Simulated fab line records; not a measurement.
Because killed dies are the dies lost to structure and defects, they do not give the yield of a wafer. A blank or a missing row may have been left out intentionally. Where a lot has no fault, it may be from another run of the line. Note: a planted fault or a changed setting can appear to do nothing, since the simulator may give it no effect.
Split-lot study | flow n5-finfet | 39 wafers read across 7 lots, on a route 1938 steps long

== ON THE SPLIT ==
At N5_DUMMY_GATE_ETCH_37 (etches SOC in N2/H2, target depth 60 nm, overetch 30 nm), the setting source-w was moved away from the recipe's 840 W on 18 of the 39 wafers read, by -13.9% to +18.0%. The other wafers ran this setting at the recipe's value.

Reading taken at the split's own step.

== THE READING ==
rf-vpp-V, in V, at N5_DUMMY_GATE_ETCH_37 (etches SOC in N2/H2, target depth 60 nm, overetch 30 nm). On this fab line, fault-free wafers typically give 522.6 V with a standard deviation of 2.3 V.

wafer  | tool, chamber at the split | source-w as run, W | against the recipe | rf-vpp-V, V | against lot-mates on the recipe
L075.1 | rie-diel-01, 3             | 840                | recipe             | 527.7       | -
L075.2 | rie-diel-01, 0             | 727.6              | -13.4%             | 547.6       | +22.6
L075.3 | rie-diel-01, 1             | 727.6              | -13.4%             | 550.3       | +25.3
L075.4 | rie-diel-01, 2             | 840                | recipe             | 523.3       | -
L075.5 | rie-diel-01, 1             | 840                | recipe             | 523.9       | -
L075.6 | rie-diel-01, 2             | 727.6              | -13.4%             | 548.9       | +23.9
L077.1 | rie-diel-05, 3             | 723.4              | -13.9%             | 552.4       | +29.5
L077.2 | rie-diel-05, 2             | 723.4              | -13.9%             | 548.1       | +25.2
L077.3 | rie-diel-05, 0             | 840                | recipe             | 520.4       | -
L077.4 | rie-diel-05, 1             | 840                | recipe             | 524.6       | -
L077.5 | rie-diel-05, 1             | 840                | recipe             | 523.8       | -
L077.6 | rie-diel-05, 0             | 723.4              | -13.9%             | 546.9       | +24.0
L078.1 | rie-diel-05, 0             | 840                | recipe             | 519.0       | -
L078.2 | rie-diel-05, 3             | 894.5              | +6.5%              | 514.8       | -6.2
L078.3 | rie-diel-05, 1             | 840                | recipe             | 523.7       | -
L078.4 | rie-diel-05, 2             | 894.5              | +6.5%              | 511.4       | -9.6
L078.5 | rie-diel-05, 0             | 840                | recipe             | 520.3       | -
L078.6 | rie-diel-05, 1             | 894.5              | +6.5%              | 513.6       | -7.4
L080.1 | rie-diel-01, 0             | 840                | recipe             | 520.0       | -
L080.2 | rie-diel-01, 2             | 840                | recipe             | 522.4       | -
L080.3 | rie-diel-01, 1             | 840                | recipe             | 524.5       | -
L080.4 | rie-diel-01, 0             | 765.8              | -8.8%              | 536.2       | +13.9
L080.5 | rie-diel-01, 1             | 765.8              | -8.8%              | 540.0       | +17.7
L080.6 | rie-diel-01, 2             | 765.8              | -8.8%              | 539.6       | +17.3
L082.2 | rie-diel-06, 2             | 840                | recipe             | 518.5       | -
L082.4 | rie-diel-06, 0             | 840                | recipe             | 523.4       | -
L082.6 | rie-diel-06, 0             | 840                | recipe             | 524.0       | -
L093.1 | rie-diel-06, 1             | 840                | recipe             | 524.2       | -
L093.2 | rie-diel-06, 2             | 840                | recipe             | 519.2       | -
L093.3 | rie-diel-06, 0             | 991                | +18.0%             | 495.3       | -26.9
L093.4 | rie-diel-06, 3             | 991                | +18.0%             | 495.2       | -27.0
L093.5 | rie-diel-06, 3             | 840                | recipe             | 523.3       | -
L093.6 | rie-diel-06, 2             | 991                | +18.0%             | 490.2       | -32.0
L094.1 | rie-diel-06, 1             | 950.1              | +13.1%             | 499.9       | -21.1
L094.2 | rie-diel-06, 2             | 840                | recipe             | 516.4       | -
L094.3 | rie-diel-06, 0             | 840                | recipe             | 523.7       | -
L094.4 | rie-diel-06, 3             | 950.1              | +13.1%             | 504.3       | -16.7
L094.5 | rie-diel-06, 0             | 840                | recipe             | 522.8       | -
L094.6 | rie-diel-06, 3             | 950.1              | +13.1%             | 502.4       | -18.6

FIT RESULTS
A straight line over all 39 wafers: rf-vpp-V changes by -1.74 V for each +1% of source-w; r = -0.99; the points scatter about the line by 2.7 V.
The same after taking each lot's own level away (the mean of its wafers on the recipe; 39 wafers): -1.66 V for each +1%; r = -0.99; scatter 2.5 V.
The reading moves by 30 V for the largest change in source-w, on that fit.
Measured against the standard deviation above, the lots' own levels, which go from 520.97 to 524.97 V, span 1.7 times it.
So the lot-to-lot level changes the slope little: the two slopes agree.
Check: with one of the wafers moved furthest among these (+18.0%) left out of the fit, the line predicts -29.1 V for it against its lot-mates. Against them it came out at -26.9 V.
Tool readings at the split's step, against how far the setting was moved: rf-vpp-V r = -0.99.

== THE FILE'S OWN FIT ==
rf-vpp-V changes by -1.66 V for each +1% of source-w, r = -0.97.
